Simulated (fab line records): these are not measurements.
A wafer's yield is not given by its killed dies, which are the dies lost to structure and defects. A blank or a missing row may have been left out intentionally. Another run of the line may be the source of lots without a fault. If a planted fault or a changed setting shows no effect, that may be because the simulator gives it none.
A lot that was struck, set against a sound lot ; flow nand-harc ; 32 steps out of a route of 1302
Sound: wafers L364.2, L364.3, L364.5. Wafers struck: L371.3, L371.4, L371.5. The cause comes at the end.
Per side, at each step with rows, come the tool, then ch with its chambers, and then its first start. Under that, the readings that differ: sound wafers ; struck wafers ; difference of the means ; sigmas: that difference in standard deviations of wafers without a fault.
alike: same words and numbers on both sides, and readings whose means sit less than 2 such deviations apart. not compared: any withheld reading, any reading some wafer has no value for, any bound like >300 that may hide the same value, and any number with overlapping values for which the record gives no deviation.
Wherever a step has rows on one side only, a row that says differs or no value, or a row with sigmas, the two part there. When numbers do not overlap yet have no deviation, they are printed without sigmas and do not part them. A reading that every wafer of one side lacks parts them only if that side has two wafers or more.

first, 5 steps without rows for these wafers: NHARC_A_ONON_D1_DEP_19 (target thk 1000 nm); NHARC_A_ONON_D1_DEP_22 (target thk 1000 nm); NHARC_A_ONON_D1_DEP_25 (target thk 1000 nm); NHARC_A_ONON_D1_DEP_28 (target thk 1000 nm); NHARC_A_ONON_D1_DEP_33 (deposits SiO2, target thk 200 nm).
NHARC_A_CHANNEL_HOLE_D1_DEP_00: deposits aC, target thk 3100 nm.
  sound on acl-dep-03 ch 0, day 9 01:32; struck on acl-dep-03 ch 0, day 12 01:37
  alike: throttle-valve-pct
then, 25 steps without rows for these wafers: NHARC_A_CHANNEL_HOLE_D1_DEP_01 (deposits SiON, target thk 140 nm); NHARC_A_CHANNEL_HOLE_D1_DEHYDRATE_02 (time 120 s); NHARC_A_CHANNEL_HOLE_D1_HMDS_03 (time 30 s); NHARC_A_CHANNEL_HOLE_D1_COAT_36 (time 75 s); NHARC_A_CHANNEL_HOLE_D1_COAT_37 (time 65 s); NHARC_A_CHANNEL_HOLE_D1_COAT_04 (resist thk 90 nm); NHARC_A_CHANNEL_HOLE_D1_SOFTBAKE_05 (time 55 s); NHARC_A_CHANNEL_HOLE_D1_EBR_06; NHARC_A_CHANNEL_HOLE_D1_EXPOSE_07 (exposes mask HOLE D1, target cd 100 nm); NHARC_A_CHANNEL_HOLE_D1_PEB_08 (peb time 65 s); NHARC_A_CHANNEL_HOLE_D1_DEVELOP_09 (develop time 35 s); NHARC_A_CHANNEL_HOLE_D1_DESCUM_15 (chemistry O2, time 3 s); NHARC_A_CHANNEL_HOLE_D1_ETCH_38 (etches the open film in CF4, target depth 39 nm, time 65 s); NHARC_A_CHANNEL_HOLE_D1_ETCH_39 (etches the open film in N2/H2, target depth 260 nm, time 325 s); NHARC_A_CHANNEL_HOLE_D1_ETCH_34 (etches the open film in CF4/CHF3, target depth 154 nm, time 77 s); NHARC_A_CHANNEL_HOLE_D1_ETCH_16 (etches the open film in O2/COS, target depth 3100 nm, time 806 s); NHARC_A_CHANNEL_HOLE_D1_ETCH_19 (etches the open film in C4F8/O2/Ar, time 34.5 s); NHARC_A_CHANNEL_HOLE_D1_ETCH_20 (etches the open film in C4F8/O2/Ar, time 361.9 s, target depth 1600 nm); NHARC_A_CHANNEL_HOLE_D1_ETCH_21 (etches the open film in C4F8/O2/Ar, time 514.3 s, target depth 1600 nm); NHARC_A_CHANNEL_HOLE_D1_ETCH_22 (etches the open film in C4F8/O2/Ar, time 666.7 s, target depth 1600 nm); NHARC_A_CHANNEL_HOLE_D1_ETCH_23 (etches the open film in C4F8/O2/Ar, time 819 s, target depth 1600 nm); NHARC_A_CHANNEL_HOLE_D1_ETCH_24 (etches the open film in C4F8/O2/Ar, time 906.2 s, target depth 1500 nm); NHARC_A_CHANNEL_HOLE_D1_ETCH_25 (etches the open film in C4F8/O2/Ar, time 1040.2 s, target depth 1500 nm); NHARC_A_CHANNEL_HOLE_D1_ETCH_26 (etches the open film in C4F8/O2/Ar, time 224.1 s, target depth 300 nm); NHARC_A_CHANNEL_HOLE_D1_ETCH_33 (etches the open film in C4F8/O2/Ar, time 90 s, target depth 400 nm).
-- the record jumps here: 17 days lie between the struck wafers' starts before and after (it left off in module A_CHANNEL_HOLE_D1 and takes up again in module END, whose first step shown is number 1302 of the route) --
NHARC_END_SORT_01:
  at this point the record logs the struck wafers (prober-01 ch 0, day 29 01:05) and has no rows for the sound ones

WHERE THEY PART
Only at NHARC_END_SORT_01, as far as this record shows.

WHY: whatever the simulator had introduced
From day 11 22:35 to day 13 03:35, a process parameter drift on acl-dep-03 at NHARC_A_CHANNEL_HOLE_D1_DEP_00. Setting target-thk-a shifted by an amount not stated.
